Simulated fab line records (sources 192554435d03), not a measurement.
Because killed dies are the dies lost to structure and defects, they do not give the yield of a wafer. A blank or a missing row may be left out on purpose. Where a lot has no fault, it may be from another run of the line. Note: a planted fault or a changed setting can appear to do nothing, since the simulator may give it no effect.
fab line records	flow n5Finfet
record lots=24	wafers=72	lastDay=19
route steps=1938 shown BEOL_M2@924 BEOL_M3@971 BEOL_M4@1024
lots that met no fault: taken from a fault-free run of the same line
startH: the number of hours between the record's first day and the start of the first shown wafer of the lot	waitH: hours from the lot's prior step to this one	" unchanged from the row above	L1.1+2: one row covering several wafers at once	- no value, or no start was given	* or withheld: withheld	< > ~ a bound
route shown NAME@n: names a module that has steps shown in the file, with the first one's number in the route	usual: mean and standard deviation over wafers with no fault	same: alike in all rows	chamber/n: place in a boat	sites: readings site by site	_std_site: the standard deviation of these	_edge_site: inner sites' mean taken away from outer sites' mean	radiusMm: how far each site lies from the wafer's centre	mask NAME#n: copy n	behind: the last tool/chamber to shape the wafer	hold: why the lot was held/for how many hours/how that ended	device: which transistor (n, p or np) failed to switch	end of line: at the end of the route, the tests of the same wafers	where a step has no rows: the recipe by itself	killed: dies lost to structure and defects at the first sort, not the wafer's yield	map: shows each die of a wafer: x if killed, . if not, _ if none is there
set.NAME: the setting as run; set.NAME@STEP: as run at that earlier step	model.NAME: the simulator's own value behind a step, which no gauge read
a sample of lots followed through the steps of the route, with each step as a table and each wafer as a row
services: a tool's chamber out of use, with start hour (startH, from the record's first day; less than 0 if before it), hours out, and reason
## steps
# step N5_BEOL_M2_THK_MEAS_53
# recipe thkMeasGauge=xrf	reads=Cu_of_BEOL_M2_ECD_50
# usual M2_THK=39.6/2
lot.wafer	tool	chamber	startH	waitH	M2_THK[nm]
L074.2	filmMetro-01	-	149.03	-	40.1
L074.3	"	-	"	"	40.3
L074.5	"	-	"	"	40.9
L075.3	filmMetro-02	-	149.37	-	41.2
L075.4	"	-	"	"	38.7
L075.6	"	-	"	"	41.7
L077.1	filmMetro-02	-	185.41	-	40.8
L077.2	"	-	"	"	41.4
L077.5	"	-	"	"	39.9
L078.2	filmMetro-02	-	210.28	-	33.6
L078.3	"	-	"	"	41.1
L078.6	"	-	"	"	41.6
L083.1	filmMetro-02	-	213.76	-	39.1
L083.2	"	-	"	"	40.9
L083.5	"	-	"	"	40.9
L076.1	filmMetro-01	-	213.90	-	36.8
L076.5	"	-	"	"	40.4
L076.6	"	-	"	"	39.8
L080.1	filmMetro-01	-	214.22	-	33.8
L080.3	"	-	"	"	39.5
L080.4	"	-	"	"	41.1
L079.1	filmMetro-01	-	216.65	-	41.2
L079.2	"	-	"	"	40.1
L079.3	"	-	"	"	33.9
L081.1	filmMetro-01	-	216.94	-	42.5
L081.2	"	-	"	"	38.9
L081.4	"	-	"	"	45.1
L082.1	filmMetro-02	-	224.20	-	41.3
L082.2	"	-	"	"	33.7
L082.5	"	-	"	"	42.1
L084.2	filmMetro-01	-	226.28	-	41.5
L084.4	"	-	"	"	40.1
L084.6	"	-	"	"	39.9
L085.3	filmMetro-01	-	228.11	-	41.6
L085.5	"	-	"	"	39.2
L085.6	"	-	"	"	39.9
L088.1	filmMetro-02	-	230.77	-	37.0
L088.2	"	-	"	"	40.6
L088.4	"	-	"	"	41.6
L086.1	filmMetro-01	-	230.97	-	39.3
L086.2	"	-	"	"	38.0
L086.4	"	-	"	"	37.6
L087.4	filmMetro-02	-	236.07	-	38.5
L087.5	"	-	"	"	39.4
L087.6	"	-	"	"	36.7
L089.1	filmMetro-02	-	245.33	-	39.0
L089.3	"	-	"	"	41.9
L089.5	"	-	"	"	42.2
L090.1	filmMetro-02	-	256.47	-	39.3
L090.2	"	-	"	"	39.5
L090.4	"	-	"	"	37.4
L091.1	filmMetro-02	-	266.74	-	36.9
L091.3	"	-	"	"	37.5
L091.6	"	-	"	"	39.0
L092.3	filmMetro-01	-	272.47	-	39.6
L092.4	"	-	"	"	40.9
L092.5	"	-	"	"	42.4
L093.1	filmMetro-02	-	279.06	-	39.2
L093.3	"	-	"	"	37.8
L093.5	"	-	"	"	41.1
L094.1	filmMetro-02	-	281.11	-	37.4
L094.2	"	-	"	"	40.2
L094.5	"	-	"	"	39.2
L095.1	filmMetro-02	-	284.25	-	39.1
L095.5	"	-	"	"	39.7
L095.6	"	-	"	"	40.7
L096.3	filmMetro-01	-	294.12	-	39.4
L096.5	"	-	"	"	41.5
L096.6	"	-	"	"	37.9
L097.1	filmMetro-02	-	300.45	-	40.9
L097.3	"	-	"	"	40.8
L097.5	"	-	"	"	42.3
# step N5_BEOL_M2_CO_CAP_55
# recipe material=Co	targetThkA=20	tempC=200	precursor=CCTBA/H2	pressureTorr=30	timeS=102.1
# usual heaterPowerW=249/37
lot.wafer	tool	chamber	startH	waitH	heaterPowerW
L074.2	cvdCo-02	1	149.10	0.0	289
L074.3	"	0	"	"	263
L074.5	"	1	"	"	287
L075.3	cvdCo-02	1	149.45	0.0	276
L075.4	"	0	"	"	270
L075.6	"	1	"	"	285
L077.1	cvdCo-02	2	185.49	0.0	217
L077.2	"	0	"	"	268
L077.5	"	0	"	"	264
L078.2	cvdCo-02	2	210.36	0.0	209
L078.3	"	0	"	"	271
L078.6	"	2	"	"	216
L083.1	cvdCo-01	1	213.84	0.0	306
L083.2	"	0	"	"	219
L083.5	"	2	"	"	210
L076.1	cvdCo-01	0	214.09	0.0	214
L076.5	"	2	"	"	217
L076.6	"	1	"	"	304
L080.1	cvdCo-01	1	214.31	0.0	310
L080.3	"	2	"	"	215
L080.4	"	0	"	"	217
L079.1	cvdCo-01	1	216.73	0.0	296
L079.2	"	0	"	"	216
L079.3	"	2	"	"	219
L081.1	cvdCo-01	0	217.02	0.0	215
L081.2	"	1	"	"	305
L081.4	"	2	"	"	217
L082.1	cvdCo-02	0	224.28	0.0	273
L082.2	"	1	"	"	278
L082.5	"	0	"	"	261
L084.2	cvdCo-01	1	226.36	0.0	306
L084.4	"	2	"	"	213
L084.6	"	1	"	"	308
L085.3	cvdCo-01	1	228.22	0.0	301
L085.5	"	0	"	"	216
L085.6	"	2	"	"	212
L088.1	cvdCo-02	2	230.85	0.0	212
L088.2	"	1	"	"	283
L088.4	"	0	"	"	276
L086.1	cvdCo-01	1	231.05	0.0	296
L086.2	"	0	"	"	215
L086.4	"	1	"	"	297
L087.4	cvdCo-01	0	236.26	0.0	222
L087.5	"	1	"	"	303
L087.6	"	2	"	"	214
L089.1	cvdCo-02	1	245.41	0.0	285
L089.3	"	2	"	"	210
L089.5	"	2	"	"	220
L090.1	cvdCo-01	0	256.67	0.0	217
L090.2	"	2	"	"	216
L090.4	"	2	"	"	214
L091.1	cvdCo-02	1	266.82	0.0	284
L091.3	"	0	"	"	268
L091.6	"	1	"	"	282
L092.3	cvdCo-01	0	272.55	0.0	222
L092.4	"	1	"	"	303
L092.5	"	2	"	"	216
L093.1	cvdCo-01	1	279.14	0.0	304
L093.3	"	2	"	"	217
L093.5	"	0	"	"	219
L094.1	cvdCo-01	0	281.19	0.0	213
L094.2	"	1	"	"	303
L094.5	"	1	"	"	303
L095.1	cvdCo-01	2	284.33	0.0	220
L095.5	"	0	"	"	215
L095.6	"	1	"	"	303
L096.3	cvdCo-02	0	294.19	0.0	270
L096.5	"	0	"	"	273
L096.6	"	2	"	"	218
L097.1	cvdCo-02	0	300.53	0.0	273
L097.3	"	2	"	"	214
L097.5	"	2	"	"	212
# step N5_BEOL_M3_ETCH_69
# recipe chemistry=CF4	target=SiARC	targetDepthA=156	maskMaterial=CAR-EUV	timeS=26	ionEnergyEv=80	pressureMtorr=40	sourceW=545	biasW=36	Ar_flow_sccm=100	cf4FlowSccm=100	ends=cleared
# usual cf4FlowSccm=100.0/0.31	drypumpMotorCurrentA=5.73/0.27	etchRfOnTimeS=26.0/0.9	oesProductAu=0.66/0.069	rfVppV=184.0/1.2	showerheadPlenumPTorr=2.13/0.068	throttleValvePct=15.60/0.28
lot.wafer	tool	chamber	startH	waitH	cf4FlowSccm	drypumpMotorCurrentA	etchRfOnTimeS	oesProductAu	rfHoursCounterH	rfVppV	showerheadPlenumPTorr	throttleValvePct
L074.2	rieDiel-06	1	151.33	0.0	99.8	6.23	25.0	0.64	202	181.5	2.05	15.47
L074.3	"	0	"	"	99.5	5.91	25.7	0.65	139	185.5	2.24	15.65
L074.5	"	0	"	"	100.6	5.88	26.0	0.64	-	185.6	2.24	15.67
L075.3	rieDiel-01	2	151.60	0.0	99.8	5.67	25.5	0.62	197	185.4	2.20	15.76
L075.4	"	1	"	"	99.8	6.11	26.1	0.72	-	185.6	2.16	15.51
L075.6	"	0	"	"	100.1	5.65	26.0	0.72	-	183.1	2.09	15.13
L077.1	rieDiel-01	0	188.12	0.0	100.0	5.65	26.5	0.70	67	183.6	2.09	15.15
L077.2	"	3	"	"	99.9	5.82	25.0	0.84	3	185.2	2.20	15.25
L077.5	"	0	"	"	100.3	5.66	26.4	0.71	-	183.3	2.09	15.16
L078.2	rieDiel-06	0	213.18	0.0	100.2	5.92	26.3	0.63	155	185.4	2.23	15.69
L078.3	"	2	"	"	99.9	5.96	26.2	0.63	132	182.2	2.06	15.63
L078.6	"	3	"	"	100.2	5.42	27.6	0.69	-	183.3	2.27	15.69
L076.1	rieDiel-05	0	217.91	0.0	100.4	5.77	27.1	0.61	196	184.4	2.12	15.75
L076.5	"	0	"	"	100.0	5.79	27.3	0.60	-	183.3	2.12	15.75
L076.6	"	1	"	"	99.6	5.19	26.7	0.61	-	182.5	2.04	15.93
L083.1	rieDiel-05	1	218.12	0.0	100.0	5.19	26.5	0.61	184	182.4	2.04	15.94
L083.2	"	0	"	"	99.9	5.77	27.0	0.61	197	183.6	2.11	15.75
L083.5	"	1	"	"	99.9	5.18	26.2	0.61	-	181.4	2.05	15.93
L080.1	rieDiel-05	3	218.23	0.0	100.1	5.76	24.5	0.72	97	183.5	2.08	15.28
L080.3	"	2	"	"	100.5	5.67	28.3	0.57	241	184.1	2.11	16.05
L080.4	"	1	"	"	100.0	5.16	26.4	0.61	184	184.2	2.05	15.92
L079.1	rieDiel-05	0	218.72	0.0	100.3	5.76	27.1	0.60	197	184.2	2.12	15.75
L079.2	"	2	"	"	99.8	5.67	28.2	0.57	241	183.7	2.11	16.07
L079.3	"	3	"	"	99.7	5.76	24.9	0.72	97	183.5	2.08	15.30
L081.1	rieDiel-06	0	221.31	0.0	100.1	5.88	26.4	0.63	157	186.0	2.23	15.70
L081.2	"	2	"	"	99.6	6.00	26.6	0.62	134	182.2	2.06	15.65
L081.4	"	3	"	"	100.0	5.41	27.1	0.70	59	186.5	2.27	15.71
L082.1	rieDiel-01	3	226.94	0.0	100.2	5.85	24.9	0.80	13	184.8	2.20	15.26
L082.2	"	2	"	"	99.9	5.67	25.7	0.60	219	185.6	2.19	15.80
L082.5	"	3	"	"	100.2	5.85	24.9	0.80	-	183.5	2.20	15.27
L084.2	rieDiel-01	0	228.95	0.0	100.1	5.67	26.3	0.69	82	183.1	2.08	15.18
L084.4	"	2	"	"	100.1	5.66	26.1	0.61	-	185.9	2.19	15.81
L084.6	"	0	"	"	100.3	5.67	26.5	0.69	-	183.3	2.08	15.19
L085.3	rieDiel-05	0	232.52	0.0	99.6	5.76	26.3	0.61	202	183.1	2.11	15.76
L085.5	"	3	"	"	100.3	5.74	24.2	0.73	-	184.4	2.08	15.30
L085.6	"	2	"	"	100.2	5.66	28.1	0.57	-	182.9	2.11	16.04
L088.1	rieDiel-01	3	233.52	0.0	99.8	5.84	24.6	0.80	15	184.4	2.20	15.27
L088.2	"	2	"	"	99.9	5.66	25.7	0.60	222	183.7	2.19	15.79
L088.4	"	2	"	"	99.5	5.66	25.4	0.61	-	186.5	2.19	15.81
L086.1	rieDiel-01	3	233.73	0.0	99.2	5.81	25.1	0.80	15	185.5	2.20	15.27
L086.2	"	2	"	"	100.2	5.66	25.7	0.60	222	185.4	2.19	15.80
L086.4	"	0	"	"	100.4	5.67	26.0	0.70	-	183.8	2.08	15.20
L087.4	rieDiel-05	2	240.12	0.0	99.4	5.61	28.2	0.57	248	182.8	2.11	16.06
L087.5	"	3	"	"	100.1	5.78	24.4	0.72	-	182.8	2.08	15.29
L087.6	"	2	"	"	99.7	5.61	28.3	0.57	-	183.3	2.11	16.06
L089.1	rieDiel-05	3	249.53	0.0	99.9	5.75	24.5	0.71	107	182.8	2.08	15.29
L089.3	"	1	"	"	100.2	5.16	26.2	0.60	194	182.7	2.04	15.96
L089.5	"	3	"	"	99.6	5.76	24.5	0.72	-	183.9	2.08	15.32
L090.1	rieDiel-06	0	259.91	0.0	100.1	5.89	26.0	0.63	168	187.6	2.23	15.74
L090.2	"	1	"	"	99.5	6.24	25.1	0.62	231	182.8	2.04	15.53
L090.4	"	2	"	"	99.7	6.01	25.6	0.63	144	183.8	2.05	15.65
L091.1	rieDiel-01	1	269.72	0.0	99.6	6.14	26.3	0.69	89	185.0	2.15	15.58
L091.3	"	3	"	"	99.9	5.84	25.2	0.78	26	184.6	2.20	15.28
L091.6	"	0	"	"	99.7	5.66	26.0	0.69	-	183.5	2.08	15.21
L092.3	rieDiel-01	3	276.86	0.0	100.1	5.85	25.1	0.77	28	183.2	2.20	15.29
L092.4	"	0	"	"	100.1	5.65	25.8	0.70	98	182.2	2.08	15.21
L092.5	"	0	"	"	100.4	5.66	25.7	0.68	-	182.1	2.08	15.22
L093.1	rieDiel-01	1	282.43	0.0	99.9	6.11	26.1	0.69	92	184.9	2.15	15.57
L093.3	"	0	"	"	99.9	5.69	25.6	0.69	99	182.9	2.07	15.21
L093.5	"	1	"	"	99.7	6.12	26.1	0.69	-	185.9	2.15	15.57
L094.1	rieDiel-05	1	283.05	0.0	100.6	5.16	26.2	0.60	202	183.9	2.04	15.98
L094.2	"	3	"	"	100.1	5.75	24.6	0.70	116	182.3	2.08	15.32
L094.5	"	0	"	"	99.9	5.74	26.4	0.61	-	183.9	2.11	15.78
L095.1	rieDiel-06	3	286.97	0.0	99.8	5.43	27.1	0.67	76	185.4	2.27	15.73
L095.5	"	1	"	"	100.3	6.25	25.3	0.62	-	183.0	2.04	15.53
L095.6	"	0	"	"	99.3	5.90	26.7	0.62	-	187.1	2.23	15.74
L096.3	rieDiel-01	1	296.57	0.0	99.8	6.10	26.0	0.68	96	184.9	2.15	15.58
L096.5	"	2	"	"	99.8	5.67	25.6	0.59	-	184.0	2.18	15.85
L096.6	"	3	"	"	99.5	5.86	24.6	0.77	-	183.9	2.19	15.30
L097.1	rieDiel-05	1	302.49	0.0	100.3	5.18	26.3	0.60	207	182.2	2.04	15.99
L097.3	"	2	"	"	99.5	5.64	26.6	0.82	7	183.5	2.10	15.55
L097.5	"	1	"	"	99.9	5.18	26.4	0.60	-	182.3	2.04	15.98
# step N5_BEOL_M3_SURFACE_TREAT_85
# recipe gas=Ar	timeS=*	ionEnergyEv=*	ionCurrentMaCm2=0.5	pressureMtorr=*	arFlowSccm=30
# usual throttleValvePct=*
lot.wafer	tool	chamber	startH	waitH	throttleValvePct
L074.2	pvdSputter-01	-	157.84	0.1	*
L074.3	"	-	"	"	*
L074.5	"	-	"	"	*
L075.3	pvdSputter-02	-	163.14	0.2	*
L075.4	"	-	"	"	*
L075.6	"	-	"	"	*
L077.1	pvdSputter-03	-	205.45	0.2	*
L077.2	"	-	"	"	*
L077.5	"	-	"	"	*
L078.2	pvdSputter-02	-	217.10	0.1	*
L078.3	"	-	"	"	*
L078.6	"	-	"	"	*
L076.1	pvdSputter-03	-	225.10	0.3	*
L076.5	"	-	"	"	*
L076.6	"	-	"	"	*
L083.1	pvdSputter-03	-	228.05	0.1	*
L083.2	"	-	"	"	*
L083.5	"	-	"	"	*
L081.1	pvdSputter-02	-	232.28	0.2	*
L081.2	"	-	"	"	*
L081.4	"	-	"	"	*
L080.1	pvdSputter-01	-	232.69	0.2	*
L080.3	"	-	"	"	*
L080.4	"	-	"	"	*
L079.1	pvdSputter-03	-	234.42	1.3	*
L079.2	"	-	"	"	*
L079.3	"	-	"	"	*
L082.1	pvdSputter-02	-	242.56	0.2	*
L082.2	"	-	"	"	*
L082.5	"	-	"	"	*
L084.2	pvdSputter-01	-	245.68	0.1	*
L084.4	"	-	"	"	*
L084.6	"	-	"	"	*
L085.3	pvdSputter-03	-	248.72	0.2	*
L085.5	"	-	"	"	*
L085.6	"	-	"	"	*
L088.1	pvdSputter-02	-	254.19	0.5	*
L088.2	"	-	"	"	*
L088.4	"	-	"	"	*
L086.1	pvdSputter-03	-	256.27	0.4	*
L086.2	"	-	"	"	*
L086.4	"	-	"	"	*
L087.4	pvdSputter-03	-	263.71	0.3	*
L087.5	"	-	"	"	*
L087.6	"	-	"	"	*
L091.1	pvdSputter-03	-	276.73	0.3	*
L091.3	"	-	"	"	*
L091.6	"	-	"	"	*
L089.1	pvdSputter-01	-	281.54	0.1	*
L089.3	"	-	"	"	*
L089.5	"	-	"	"	*
L093.1	pvdSputter-03	-	295.53	0.4	*
L093.3	"	-	"	"	*
L093.5	"	-	"	"	*
L090.1	pvdSputter-02	-	298.43	0.1	*
L090.2	"	-	"	"	*
L090.4	"	-	"	"	*
L092.3	pvdSputter-01	-	300.95	0.1	*
L092.4	"	-	"	"	*
L092.5	"	-	"	"	*
L094.1	pvdSputter-01	-	301.05	0.1	*
L094.2	"	-	"	"	*
L094.5	"	-	"	"	*
L095.1	pvdSputter-01	-	304.22	0.2	*
L095.5	"	-	"	"	*
L095.6	"	-	"	"	*
L096.3	pvdSputter-02	-	309.54	0.3	*
L096.5	"	-	"	"	*
L096.6	"	-	"	"	*
L097.1	pvdSputter-03	-	311.54	0.2	*
L097.3	"	-	"	"	*
L097.5	"	-	"	"	*
# step N5_BEOL_M3_SPUTTER_90
# recipe material=Cu	targetThkA=45	tempC=-20	chamberPressurePa=0.07	powerW=withheld	timeS=8.29
# usual throttleValvePct=30.0/1.4
lot.wafer	tool	chamber	startH	waitH	throttleValvePct
L074.2	pvdSputter-01	-	159.16	0.1	32.9
L074.3	"	-	"	"	30.3
L074.5	"	-	"	"	30.8
L075.3	pvdSputter-02	-	164.48	0.1	31.5
L075.4	"	-	"	"	30.3
L075.6	"	-	"	"	31.5
L077.1	pvdSputter-03	-	206.82	0.1	28.8
L077.2	"	-	"	"	29.9
L077.5	"	-	"	"	29.5
L078.2	pvdSputter-01	-	218.49	0.1	28.3
L078.3	"	-	"	"	30.8
L078.6	"	-	"	"	30.8
L076.1	pvdSputter-01	-	226.67	0.1	30.9
L076.5	"	-	"	"	28.7
L076.6	"	-	"	"	32.7
L083.1	pvdSputter-03	-	229.50	0.1	28.2
L083.2	"	-	"	"	29.5
L083.5	"	-	"	"	29.0
L081.1	pvdSputter-03	-	233.64	0.1	29.0
L081.2	"	-	"	"	29.4
L081.4	"	-	"	"	27.8
L080.1	pvdSputter-01	-	234.07	0.1	30.6
L080.3	"	-	"	"	31.0
L080.4	"	-	"	"	32.8
L079.1	pvdSputter-03	-	235.86	0.1	28.7
L079.2	"	-	"	"	28.0
L079.3	"	-	"	"	29.1
L082.1	pvdSputter-01	-	243.96	0.1	28.4
L082.2	"	-	"	"	30.8
L082.5	"	-	"	"	30.4
L084.2	pvdSputter-01	-	247.02	0.1	33.0
L084.4	"	-	"	"	30.9
L084.6	"	-	"	"	32.9
L085.3	pvdSputter-03	-	251.74	0.1	29.8
L085.5	"	-	"	"	29.4
L085.6	"	-	"	"	29.0
L088.1	pvdSputter-02	-	255.87	0.1	31.1
L088.2	"	-	"	"	29.0
L088.4	"	-	"	"	31.2
L086.1	pvdSputter-03	-	257.64	0.1	28.9
L086.2	"	-	"	"	29.7
L086.4	"	-	"	"	28.9
L087.4	pvdSputter-02	-	265.43	0.1	31.5
L087.5	"	-	"	"	31.4
L087.6	"	-	"	"	29.0
L091.1	pvdSputter-03	-	278.11	0.1	27.7
L091.3	"	-	"	"	29.5
L091.6	"	-	"	"	28.8
L089.1	pvdSputter-03	-	284.50	0.1	29.3
L089.3	"	-	"	"	29.6
L089.5	"	-	"	"	28.8
L093.1	pvdSputter-02	-	297.08	0.1	30.4
L093.3	"	-	"	"	31.3
L093.5	"	-	"	"	30.2
L090.1	pvdSputter-02	-	299.76	0.1	31.2
L090.2	"	-	"	"	31.3
L090.4	"	-	"	"	30.3
L092.3	pvdSputter-01	-	302.50	0.1	32.7
L092.4	"	-	"	"	28.5
L092.5	"	-	"	"	30.9
L094.1	pvdSputter-02	-	304.14	0.1	30.4
L094.2	"	-	"	"	31.1
L094.5	"	-	"	"	31.5
L095.1	pvdSputter-01	-	305.96	0.1	28.5
L095.5	"	-	"	"	30.3
L095.6	"	-	"	"	31.1
L096.3	pvdSputter-02	-	311.04	0.1	28.6
L096.5	"	-	"	"	30.0
L096.6	"	-	"	"	31.3
L097.1	pvdSputter-03	-	312.88	0.1	29.6
L097.3	"	-	"	"	29.1
L097.5	"	-	"	"	29.0
# step N5_BEOL_M4_HM_DEP_02
# recipe material=TiN	targetThkA=200	tempC=25	chamberPressurePa=0.49996
# usual throttleValvePct=29.8/1.4
lot.wafer	tool	chamber	startH	waitH	throttleValvePct
L074.2	pvdSputter-02	-	162.94	1.8	30.3
L074.3	"	-	"	"	31.4
L074.5	"	-	"	"	31.4
L075.3	pvdSputter-03	-	166.56	0.1	29.0
L075.4	"	-	"	"	27.8
L075.6	"	-	"	"	28.0
L077.1	pvdSputter-03	-	210.18	1.5	28.1
L077.2	"	-	"	"	29.0
L077.5	"	-	"	"	27.9
L078.2	pvdSputter-01	-	221.11	0.6	32.7
L078.3	"	-	"	"	28.6
L078.6	"	-	"	"	32.8
L076.1	pvdSputter-01	-	231.17	2.1	30.7
L076.5	"	-	"	"	30.5
L076.6	"	-	"	"	28.7
L083.1	pvdSputter-02	-	232.18	0.5	30.0
L083.2	"	-	"	"	28.9
L083.5	"	-	"	"	31.2
L081.1	pvdSputter-02	-	235.76	0.2	31.0
L081.2	"	-	"	"	28.9
L081.4	"	-	"	"	30.1
L080.1	pvdSputter-02	-	236.14	0.2	31.2
L080.3	"	-	"	"	31.6
L080.4	"	-	"	"	30.1
L079.1	pvdSputter-01	-	238.53	0.8	32.8
L079.2	"	-	"	"	28.6
L079.3	"	-	"	"	31.2
L082.1	pvdSputter-03	-	247.98	2.0	29.4
L082.2	"	-	"	"	28.9
L082.5	"	-	"	"	28.1
L084.2	pvdSputter-02	-	251.69	2.8	28.8
L084.4	"	-	"	"	31.5
L084.6	"	-	"	"	28.8
L085.3	pvdSputter-03	-	255.36	1.7	29.1
L085.5	"	-	"	"	27.9
L085.6	"	-	"	"	29.5
L088.1	pvdSputter-03	-	258.72	0.8	27.9
L088.2	"	-	"	"	29.0
L088.4	"	-	"	"	29.5
L086.1	pvdSputter-03	-	262.28	2.7	28.0
L086.2	"	-	"	"	28.9
L086.4	"	-	"	"	29.6
L087.4	pvdSputter-02	-	268.19	0.7	31.5
L087.5	"	-	"	"	31.2
L087.6	"	-	"	"	30.1
L091.1	pvdSputter-03	-	280.83	0.8	29.0
L091.3	"	-	"	"	28.0
L091.6	"	-	"	"	29.1
L089.1	pvdSputter-03	-	288.11	1.7	27.9
L089.3	"	-	"	"	29.6
L089.5	"	-	"	"	28.1
L093.1	pvdSputter-01	-	299.74	0.6	30.5
L093.3	"	-	"	"	33.0
L093.5	"	-	"	"	30.8
L090.1	pvdSputter-03	-	303.43	1.5	29.9
L090.2	"	-	"	"	29.1
L090.4	"	-	"	"	28.8
L092.3	pvdSputter-03	-	306.81	2.4	29.7
L092.4	"	-	"	"	27.7
L092.5	"	-	"	"	29.0
L094.1	pvdSputter-01	-	307.12	0.6	32.8
L094.2	"	-	"	"	28.7
L094.5	"	-	"	"	32.7
L095.1	pvdSputter-01	-	308.69	0.8	30.8
L095.5	"	-	"	"	28.4
L095.6	"	-	"	"	30.7
L096.3	pvdSputter-01	-	313.37	0.4	32.7
L096.5	"	-	"	"	30.7
L096.6	"	-	"	"	28.3
L097.1	pvdSputter-03	-	316.68	1.9	29.4
L097.3	"	-	"	"	27.6
L097.5	"	-	"	"	27.8
## services
tool	chamber	startH	hours	kind
rieDiel-06	-	132.24	0.2	repair
rieDiel-01	2	137.63	13.2	repair
rieDiel-06	-	142.13	0.4	repair
rieDiel-01	3	145.39	3.7	repair
rieDiel-01	3	150.88	-	clean
rieDiel-01	3	150.88	-	consumableReplace:focusRing
rieDiel-01	3	150.88	19.4	scheduledDown
rieDiel-01	3	150.88	19.4	ventCycle
pvdSputter-01	-	155.00	1.1	repair
pvdSputter-01	-	161.50	48.4	repair
rieDiel-05	3	162.96	6.1	repair
rieDiel-05	2	176.92	13.9	repair
rieDiel-06	0	177.68	4.9	repair
rieDiel-06	-	185.73	0.7	repair
rieDiel-01	3	191.61	6.5	repair
cvdCo-02	-	193.08	4.3	pm
rieDiel-01	1	226.27	14.9	repair
rieDiel-01	3	231.16	2.1	repair
rieDiel-01	1	243.55	4.0	repair
rieDiel-05	2	245.07	-	clean
rieDiel-05	2	245.07	-	consumableReplace:focusRing
rieDiel-05	2	245.07	17.8	scheduledDown
rieDiel-05	2	283.64	2.9	repair
rieDiel-05	2	290.80	7.5	repair
## key
fault none
